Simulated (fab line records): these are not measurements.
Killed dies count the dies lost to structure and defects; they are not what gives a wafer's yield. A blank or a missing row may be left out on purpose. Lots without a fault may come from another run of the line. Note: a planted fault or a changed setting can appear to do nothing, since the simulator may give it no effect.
Split-lot trial + flow n5_finfet + 21 wafers read from 7 lots, route of 1938 steps

THE SPLIT
At N5_BEOL_M14_DEP_53 (deposits SiCN from 3MS/NH3, target thk 50 nm, time 17.8 s), the setting time_s was moved away from the recipe's 17.8 s on 7 of the 21 wafers read, by -9.7% to +6.7%. The other wafers ran this setting at the recipe's value.

The reading is taken at the split's own step.

THE READING
SiCN_of_BEOL_M14_DEP_53.thk_nm (the simulator's own value, which no gauge read), in nm, at N5_BEOL_M14_DEP_53 (deposits SiCN from 3MS/NH3, target thk 50 nm, time 17.8 s). The file gives no usual value for it. The 14 wafers here that ran the recipe average 50.0 nm, standard deviation 0.58 nm.

| wafer  | tool, chamber at the split | time_s as run, s | against the recipe | SiCN_of_BEOL_M14_DEP_53.thk_nm, nm | against lot-mates on the recipe |
|--------|----------------------------|------------------|--------------------|------------------------------------|---------------------------------|
| L079.2 | pecvd-02, 1,2              | 18.58            | +4.4%              | 50.6                               | +0.4                            |
| L079.3 | pecvd-02, 1,2              | 18.58            | +4.4%              | 50.6                               | +0.4                            |
| L079.5 | pecvd-02, 2                | 17.8             | recipe             | 50.2                               | -                               |
| L077.1 | pecvd-03, 1                | 17.8             | recipe             | 49.2                               | -                               |
| L077.3 | pecvd-03, 0                | 17.8             | recipe             | 49.4                               | -                               |
| L077.5 | pecvd-03, 2                | 18.72            | +5.2%              | 52.6                               | +3.3                            |
| L078.1 | pecvd-02, 0                | 16.08            | -9.7%              | 45.4                               | -5.0                            |
| L078.2 | pecvd-02, 1                | 16.08            | -9.7%              | 44.2                               | -6.2                            |
| L078.6 | pecvd-02, 0                | 17.8             | recipe             | 50.4                               | -                               |
| L080.1 | pecvd-03, 1                | 19               | +6.7%              | 53.4                               | +3.3                            |
| L080.2 | pecvd-03, 2                | 17.8             | recipe             | 50.2                               | -                               |
| L080.6 | pecvd-03, 0                | 17.8             | recipe             | 50                                 | -                               |
| L084.2 | pecvd-02, 0                | 17.8             | recipe             | 49.4                               | -                               |
| L084.5 | pecvd-02, 0                | 17.8             | recipe             | 50                                 | -                               |
| L084.6 | pecvd-02, 1                | 17.8             | recipe             | 49.8                               | -                               |
| L083.3 | pecvd-03, 0                | 17.8             | recipe             | 49                                 | -                               |
| L083.4 | pecvd-03, 2                | 17.8             | recipe             | 50.8                               | -                               |
| L083.6 | pecvd-03, 1                | 17.8             | recipe             | 50                                 | -                               |
| L090.1 | pecvd-01, 2                | 17.8             | recipe             | 50.2                               | -                               |
| L090.5 | pecvd-01, 0                | 17.8             | recipe             | 51.2                               | -                               |
| L090.6 | pecvd-01, 1                | 18.74            | +5.3%              | 53.6                               | +2.9                            |
Where a row lists several chambers, the file gives one row for several wafers and doesn't say which wafer went through which chamber.

FIT RESULTS
A straight line over all 21 wafers: SiCN_of_BEOL_M14_DEP_53.thk_nm changes by +0.498 nm for each +1% of time_s; r = +0.94; the points scatter about the line by 0.77 nm.
The same after taking each lot's own level away (the mean of its wafers on the recipe; 21 wafers): +0.516 nm for each +1%; r = +0.94; scatter 0.74 nm.
Per that fit: largest time_s move, reading shift of 5 nm.
The lots' own levels span 49.30 to 50.70 nm, that is 2.4 times the standard deviation above.
So the lot-to-lot level changes the slope little: the two slopes agree.
Check: with one of the wafers moved furthest among these (-9.7%) left out of the fit, the line predicts -5.29 nm for it against its lot-mates. It came out at -5 nm against them.

OTHER SPLITS APPLIED TO THESE WAFERS
Before the reading, these wafers also passed through other splits. Each is held against what the fit with the lots' levels taken away leaves over:
| other split on the same wafers | wafers away from the commonest value | r with SiCN_of_BEOL_M14_DEP_53.thk_nm (lot level and that fit taken away) |
|--------------------------------|--------------------------------------|---------------------------------------------------------------------------|
| N5_BEOL_M14_ILD_DEP_00 time_s  | 6                                    | -0.07                                                                     |

FILE'S OWN FIT
SiCN_of_BEOL_M14_DEP_53.thk_nm changes by +0.52 nm for each +1% of time_s, r = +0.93.
